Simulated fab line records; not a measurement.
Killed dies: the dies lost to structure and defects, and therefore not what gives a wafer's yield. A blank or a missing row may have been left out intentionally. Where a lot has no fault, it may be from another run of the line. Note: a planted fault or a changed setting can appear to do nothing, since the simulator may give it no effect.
fab line records	flow nand-harc
[record] lots = 13	wafers = 39	last-day = 33
route steps=1302 shown A_CHANNEL_FILL_D1@501 A_ONON_D2@554 END@1302
lots that met no fault: from a run of the same line without faults
start-h: hours from the record's first day to the start of the lot's first wafer shown	wait-h: hours since the lot's step before	" repeats the value in the row above	L1.1+2: a single row standing in for several wafers	- no value present, or no start provided	* or withheld: withheld	< > ~ a bound
route shown NAME@n: names a module that has steps shown in the file, with the first one's number in the route	usual: mean and standard deviation over wafers with no fault	same: alike in all rows	chamber/n: place in a boat	sites: readings site by site	_std_site: standard deviation of those values	_edge_site: inner sites' mean taken away from outer sites' mean	radius-mm: for every site, how far away it sits from the centre of the wafer	mask NAME#n: copy n	behind: tool/chamber where the wafer was last shaped	hold: cause of the lot's hold/its duration in hours/its outcome	device: the transistor (n, p or np) that didn't switch	end of line: at the end of the route, the tests of the same wafers	a step with no rows: only its recipe	killed: the dies lost at the first sort to structure and to defects; this is not the yield of the wafer	map: a wafer's dies, marking killed ones x, the rest . and places with no die _
set.NAME: the setting that was run; set.NAME@STEP: the one run at that earlier step	model.NAME: the simulator's own value behind a step, which no gauge read
a sample of lots followed through the steps of the route, with each step as a table and each wafer as a row
services: when a tool's chamber went out of use (start-h, in hours from the record's first day, below 0 if earlier), for how many hours, and the reason
[[steps]]
[step NHARC_A_CHANNEL_FILL_D1_STRIP_28]
[recipe] time-s = 20	o2-flow-sccm = 500	ar-flow-sccm = 0	bias-w = 0	chemistry = O2
[usual] drypump-motor-current-A = 5.9/0.42	o2-flow-sccm = 499.7/1.4	oes-product-au = 1.000/0.0095	rf-vpp-V = 57.8/0.83	showerhead-plenum-p-Torr = 3.56/0.09	throttle-valve-pct = 17.036/0.0095
lot.wafer	tool	chamber	start-h	wait-h	drypump-motor-current-A	o2-flow-sccm	oes-product-au	rf-hours-counter-h	rf-vpp-V	showerhead-plenum-p-Torr	throttle-valve-pct
L354.2	rie-diel-11	1	207.36	0.1	6.4	499.8	1.003	4.2	57.4	3.54	17.046
L354.6	"	0	"	"	5.2	500.4	0.993	-	56.9	3.42	17.041
L354.5	"	1	"	"	6.4	498.7	0.999	-	57.8	3.54	17.036
L356.2	rie-diel-03	3	222.99	0.1	5.7	500.8	1.003	4.9	57.9	3.53	17.036
L356.4	"	0	"	"	5.3	500.5	1.010	7.6	57.5	3.54	17.032
L356.5	"	3	"	"	5.7	501.5	0.998	-	57.1	3.53	17.029
L357.2	rie-diel-03	2	237.38	0.1	6.4	498.6	1.003	7.6	58.7	3.65	17.043
L357.3	"	3	"	"	5.7	500.0	1.002	6.4	59.0	3.52	17.040
L357.6	"	3	"	"	5.6	501.6	1.001	-	57.2	3.52	17.033
L358.3	rie-diel-03	2	248.75	0.1	6.3	500.8	1.005	8.0	58.4	3.65	17.037
L358.2	"	3	"	"	5.8	498.7	0.999	6.7	59.7	3.52	17.037
L358.1	"	1	"	"	5.9	500.1	0.999	9.4	57.2	3.68	17.031
L361.4	rie-diel-03	0	293.78	0.1	5.3	500.5	1.001	0.1	56.6	3.54	17.037
L361.1	"	1	"	"	5.9	499.3	1.000	0.1	57.5	3.68	17.041
L361.6	"	0	"	"	5.3	502.6	1.015	-	58.7	3.54	17.066
L363.2	rie-diel-03	3	297.32	0.1	5.7	498.0	1.003	0.3	58.7	3.52	17.024
L363.3	"	0	"	"	5.3	498.4	1.017	0.3	58.6	3.54	17.024
L363.1	"	1	"	"	5.9	498.5	1.004	0.3	57.9	3.68	17.037
L370.3	rie-diel-03	3	378.61	0.1	5.7	501.7	1.014	4.8	56.3	3.52	17.045
L370.2	"	1	"	"	5.9	499.8	0.998	4.1	57.5	3.67	17.030
L370.6	"	3	"	"	5.7	500.3	1.005	-	58.8	3.52	17.031
L371.4	rie-diel-11	2	378.61	0.1	6.0	501.8	0.985	5.4	57.4	3.60	17.055
L371.2	"	3	"	"	5.6	500.0	1.007	5.2	59.2	3.61	17.031
L371.5	"	2	"	"	6.0	500.1	0.979	-	59.7	3.60	17.042
L372.2	rie-diel-11	3	392.89	0.1	5.6	499.9	1.008	5.6	57.9	3.61	17.023
L372.6	"	1	"	"	6.4	498.1	1.001	-	57.7	3.53	17.045
L372.5	"	2	"	"	6.0	500.1	0.978	-	57.0	3.60	17.022
L374.4	rie-diel-07	0	412.89	0.1	6.8	500.9	0.996	5.0	58.3	3.53	17.022
L374.2	"	2	"	"	6.0	499.9	0.987	6.1	56.8	3.29	17.033
L374.5	"	3	"	"	6.0	502.6	0.998	-	58.5	3.62	17.044
L375.3	rie-diel-03	3	422.99	0.1	5.7	501.6	1.008	5.7	57.7	3.52	17.035
L375.2	"	1	"	"	5.9	501.9	0.992	7.5	57.7	3.67	17.040
L375.6	"	2	"	"	6.4	499.3	1.002	-	57.8	3.65	17.032
L376.2	rie-diel-03	1	431.11	0.1	5.9	499.8	0.991	8.1	59.0	3.67	17.044
L376.3	"	3	"	"	5.7	498.9	1.012	6.7	57.5	3.52	17.035
L376.5	"	1	"	"	5.9	501.3	1.000	-	58.5	3.67	17.033
L377.3	rie-diel-07	1	446.94	0.1	5.9	499.7	1.009	5.1	58.1	3.38	17.036
L377.6	"	0	"	"	6.8	497.4	0.996	-	58.4	3.53	17.044
L377.5	"	1	"	"	5.9	499.7	1.006	-	57.7	3.38	17.026
[step NHARC_A_ONON_D2_THK_MEAS_14]
[recipe] thk-meas-gauge = ellipsometry
[usual] thk-nm = 998/8.4
lot.wafer	tool	chamber	start-h	wait-h	thk-nm
L354.2	film-metro-02	-	266.14	-	987
L354.5	"	-	"	"	988
L354.6	"	-	"	"	988
L356.2	film-metro-01	-	287.04	-	983
L356.4	"	-	"	"	985
L356.5	"	-	"	"	984
L357.2	film-metro-01	-	300.16	-	997
L357.3	"	-	"	"	998
L357.6	"	-	"	"	997
L358.1	film-metro-01	-	310.92	-	988
L358.2	"	-	"	"	989
L358.3	"	-	"	"	987
L361.1	film-metro-02	-	353.66	-	992
L361.4	"	-	"	"	989
L361.6	"	-	"	"	989
L363.1	film-metro-01	-	360.16	-	1002
L363.2	"	-	"	"	1001
L363.3	"	-	"	"	1002
L371.2	film-metro-02	-	436.56	-	1012
L371.4	"	-	"	"	1013
L371.5	"	-	"	"	1013
L370.2	film-metro-01	-	436.59	-	996
L370.3	"	-	"	"	994
L370.6	"	-	"	"	994
L372.2	film-metro-01	-	453.32	-	996
L372.5	"	-	"	"	996
L372.6	"	-	"	"	998
L374.2	film-metro-02	-	474.22	-	996
L374.4	"	-	"	"	994
L374.5	"	-	"	"	993
L375.2	film-metro-02	-	482.86	-	1002
L375.3	"	-	"	"	1003
L375.6	"	-	"	"	1003
L376.2	film-metro-02	-	493.90	-	1009
L376.3	"	-	"	"	1010
L376.5	"	-	"	"	1009
L377.3	film-metro-01	-	506.62	-	1011
L377.5	"	-	"	"	1010
L377.6	"	-	"	"	1012
[step NHARC_A_ONON_D2_DEP_16]
[recipe] target-thk-a = 10000	n2-flow-sccm = 2750	n2o-flow-sccm = 2000	nh3-flow-sccm = 500	sih4-flow-sccm = 210	temp-c = 400
lot.wafer	tool	chamber	start-h	wait-h
L354.2+5+6	pecvd-onon-03	0	272.97	0.4
L356.2+4+5	pecvd-onon-02	0	294.26	0.4
L357.2+3+6	pecvd-onon-03	0	308.49	0.4
L358.1+2+3	pecvd-onon-03	0	319.16	0.4
L361.1+4+6	pecvd-onon-03	0	361.14	0.4
L363.1+2+3	pecvd-onon-03	0	369.19	0.4
L370.2+3+6	pecvd-onon-02	0	443.83	0.4
L371.2+4+5	pecvd-onon-03	0	443.83	0.4
L372.2+5+6	pecvd-onon-03	0	460.95	0.4
L374.2+4+5	pecvd-onon-03	0	481.14	0.4
L375.2+3+6	pecvd-onon-03	0	490.16	0.4
L376.2+3+5	pecvd-onon-03	0	501.43	0.4
L377.3+5+6	pecvd-onon-03	0	514.63	0.5
[step NHARC_A_ONON_D2_THK_MEAS_18]
[recipe] thk-meas-gauge = ellipsometry
[usual] thk-nm = 1003/13
lot.wafer	tool	chamber	start-h	wait-h	thk-nm
L354.2	film-metro-02	-	273.42	-	1007
L354.5	"	-	"	"	1007
L354.6	"	-	"	"	1006
L356.2	film-metro-02	-	294.72	-	1001
L356.4	"	-	"	"	1001
L356.5	"	-	"	"	1001
L357.2	film-metro-01	-	308.94	-	985
L357.3	"	-	"	"	985
L357.6	"	-	"	"	984
L358.1	film-metro-01	-	319.66	-	978
L358.2	"	-	"	"	980
L358.3	"	-	"	"	981
L361.1	film-metro-01	-	361.65	-	726
L361.4	"	-	"	"	727
L361.6	"	-	"	"	725
L363.1	film-metro-01	-	369.70	-	708
L363.2	"	-	"	"	708
L363.3	"	-	"	"	709
L371.2	film-metro-02	-	444.29	-	986
L371.4	"	-	"	"	988
L371.5	"	-	"	"	987
L370.2	film-metro-01	-	444.31	-	1000
L370.3	"	-	"	"	999
L370.6	"	-	"	"	997
L372.2	film-metro-01	-	461.40	-	1015
L372.5	"	-	"	"	1012
L372.6	"	-	"	"	1015
L374.2	film-metro-02	-	481.59	-	1004
L374.4	"	-	"	"	1002
L374.5	"	-	"	"	1003
L375.2	film-metro-02	-	490.61	-	1007
L375.3	"	-	"	"	1007
L375.6	"	-	"	"	1007
L376.2	film-metro-02	-	501.89	-	1001
L376.3	"	-	"	"	1001
L376.5	"	-	"	"	1001
L377.3	film-metro-02	-	515.03	-	985
L377.5	"	-	"	"	984
L377.6	"	-	"	"	983
[step NHARC_A_ONON_D2_INSPECT_32]
[usual] raw-defect-count = 439/180
lot.wafer	tool	chamber	start-h	wait-h	raw-defect-count
L354.2	defect-inspect-02	-	276.51	0.0	383
L354.5	"	-	"	"	398
L354.6	"	-	"	"	378
L356.2	defect-inspect-02	-	297.60	0.0	1054
L356.4	"	-	"	"	326
L356.5	"	-	"	"	394
L357.2	defect-inspect-02	-	311.77	0.0	364
L357.3	"	-	"	"	409
L357.6	"	-	"	"	501
L358.1	defect-inspect-02	-	322.81	0.0	378
L358.2	"	-	"	"	482
L358.3	"	-	"	"	851
L361.1	defect-inspect-02	-	364.49	0.0	233
L361.4	"	-	"	"	244
L361.6	"	-	"	"	176
L363.1	defect-inspect-02	-	372.50	0.0	652
L363.2	"	-	"	"	589
L363.3	"	-	"	"	746
L371.2	defect-inspect-01	-	447.10	0.0	359
L371.4	"	-	"	"	587
L371.5	"	-	"	"	523
L370.2	defect-inspect-02	-	447.11	0.0	377
L370.3	"	-	"	"	354
L370.6	"	-	"	"	408
L372.2	defect-inspect-01	-	464.25	0.0	741
L372.5	"	-	"	"	690
L372.6	"	-	"	"	725
L374.2	defect-inspect-01	-	484.41	0.0	425
L374.4	"	-	"	"	429
L374.5	"	-	"	"	472
L375.2	defect-inspect-02	-	493.42	0.0	306
L375.3	"	-	"	"	361
L375.6	"	-	"	"	527
L376.2	defect-inspect-01	-	504.69	0.0	478
L376.3	"	-	"	"	456
L376.5	"	-	"	"	624
L377.3	defect-inspect-01	-	517.86	0.0	252
L377.5	"	-	"	"	390
L377.6	"	-	"	"	338
[step NHARC_END_SORT_01]
[recipe] temp-c = 25
[usual] killed-at-array = 53/19	killed-at-other = 0.7/1.1	killed-at-periphery = 4.2/2.7	killed-dies = 58/18	killed-open = 3.1/1.9	killed-short = 2.5/1.6
[same] gross-dies = 677
lot.wafer	tool	chamber	start-h	wait-h	killed-at-array	killed-at-other	killed-at-periphery	killed-dies	killed-open	killed-short
L361.1	prober-01	0	636.34	2.5	674	0	3	677	3	3
L361.4	prober-01	0	638.72	3.4	671	0	6	677	1	5
L361.6	prober-01	0	640.30	4.0	676	0	1	677	1	4
L363.1	prober-01	0	651.94	2.5	673	0	4	677	3	4
L363.2	prober-01	0	652.75	2.8	674	0	3	677	2	1
L363.3	prober-01	0	653.56	3.1	673	0	4	677	1	2
// killed by level:class
L361.1 A_ONON_D2:area-dep=604 A_SLIT:chamber-film-flake=33 A_CHANNEL_HOLE_D2:chamber-film-flake=17 A_CONTACT:chamber-film-flake=8 P_STI:chamber-film-flake=2 A_CHANNEL_HOLE_D1:chamber-film-flake=2 A_STAIRCASE:chamber-film-flake=2 A_ONON_D1:geometric-particle:open=1
L361.4 A_ONON_D2:area-dep=600 A_SLIT:chamber-film-flake=36 A_CHANNEL_HOLE_D2:chamber-film-flake=20 A_CONTACT:chamber-film-flake=5 A_ONON_D2:geometric-particle:short=3 P_BONDPAD:chamber-film-flake=3 A_CHANNEL_FILL_D1:chamber-film-flake=3 A_STAIRCASE:chamber-film-flake=2
L361.6 A_ONON_D2:area-dep=599 A_CHANNEL_HOLE_D2:chamber-film-flake=31 A_SLIT:chamber-film-flake=25 A_CHANNEL_HOLE_D1:chamber-film-flake=9 A_CONTACT:chamber-film-flake=3 A_CHANNEL_FILL_D1:geometric-particle:short=2 A_CHANNEL_FILL_D1:chamber-film-flake=2 A_STAIRCASE:chamber-film-flake=2
L363.1 A_ONON_D2:area-dep=621 A_SLIT:chamber-film-flake=23 A_CHANNEL_HOLE_D2:chamber-film-flake=16 A_CHANNEL_HOLE_D1:chamber-film-flake=7 P_CONTACT:chamber-film-flake=3 A_ONON_D1:geometric-particle:open=2 P_CONTACT:geometric-particle:short=1 A_SOURCE_PLATE:geometric-particle:short=1
L363.2 A_ONON_D2:area-dep=618 A_SLIT:chamber-film-flake=37 A_CHANNEL_HOLE_D2:chamber-film-flake=7 A_CHANNEL_HOLE_D1:chamber-film-flake=4 P_GATE:chamber-film-flake=2 A_WL_FILL:chamber-film-flake=2 A_ONON_D1:geometric-particle:open=1 A_ONON_D1:geometric-particle:short=1
L363.3 A_ONON_D2:area-dep=612 A_SLIT:chamber-film-flake=38 A_CHANNEL_HOLE_D2:chamber-film-flake=15 P_GATE:chamber-film-flake=3 A_CHANNEL_HOLE_D1:chamber-film-flake=2 A_CONTACT:chamber-film-flake=2 P_CONTACT:geometric-particle:open=1 A_CHANNEL_FILL_D2:geometric-particle:short=1
[[services]]
tool	chamber	start-h	hours	kind
pecvd-onon-02	-	185.00	13.0	pm
rie-diel-07	0	186.90	2.9	repair
rie-diel-11	1	218.60	4.3	repair
pecvd-onon-03	-	227.00	13.0	pm
rie-diel-03	0	228.38	5.9	repair
rie-diel-11	1	249.69	2.9	repair
rie-diel-11	-	255.53	9.0	pm
rie-diel-03	-	281.30	9.0	pm
rie-diel-07	-	294.58	9.0	pm
rie-diel-03	3	298.83	4.2	repair
pecvd-onon-02	-	366.00	13.0	pm
rie-diel-03	3	387.04	25.4	repair
pecvd-onon-02	-	403.79	2.7	repair
pecvd-onon-03	-	408.00	13.0	pm
rie-diel-11	-	408.27	0.4	repair
rie-diel-07	1	413.43	22.1	repair
rie-diel-11	1	418.82	2.0	repair
rie-diel-03	-	421.22	0.1	repair
rie-diel-11	-	432.56	9.0	pm
rie-diel-03	-	458.30	9.0	pm
rie-diel-07	-	471.58	9.0	pm
rie-diel-11	2	472.82	3.8	repair
rie-diel-11	3	495.00	10.1	repair
rie-diel-03	3	512.88	5.3	repair
[[key]]
[first-sign] step = NHARC_A_ONON_D2_THK_MEAS_18	reading = thk-nm	direction = down	sigmas = 23	usual = 1003	struck = 717
[effect] step = NHARC_END_SORT_01	reading = killed-dies	direction = up	sigmas = 34	usual = 58	struck = 677
[more-kills-born-at] NHARC_A_ONON_D2_DEP_16@pecvd-onon-03 = 3654
met-at NHARC_A_ONON_D2_DEP_16
struck-lots L361,L363
later-rows-left-out L361.1,L361.4,L361.6,L363.1,L363.2,L363.3
tester-left-out L361,L363
not-acting-at NHARC_A_CHANNEL_FILL_D1_STRIP_28,NHARC_A_ONON_D2_THK_MEAS_14,NHARC_A_ONON_D2_INSPECT_32
onset-between 319.16 361.14
[fault] kind = process-parameter-drift	tool = pecvd-onon-03	chamber = -	onset-h = 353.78	steps = NHARC_A_ONON_D2_DEP_16	channel = target-thk-a	offset = *	shape = step	end-h = 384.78	acts-in = *	stated = *
// tester-left-out: of these lots the tester's yield and bins aren't shown, on N5 and GAA mostly nor the transistor test; their killed dies are dies lost to structure and defects alone, not to doping, threshold or leakage, so they don't give the yield
// later-rows-left-out: the simulator's readings of these wafers behind a module that went badly wrong aren't trusted and aren't shown, but for the sort
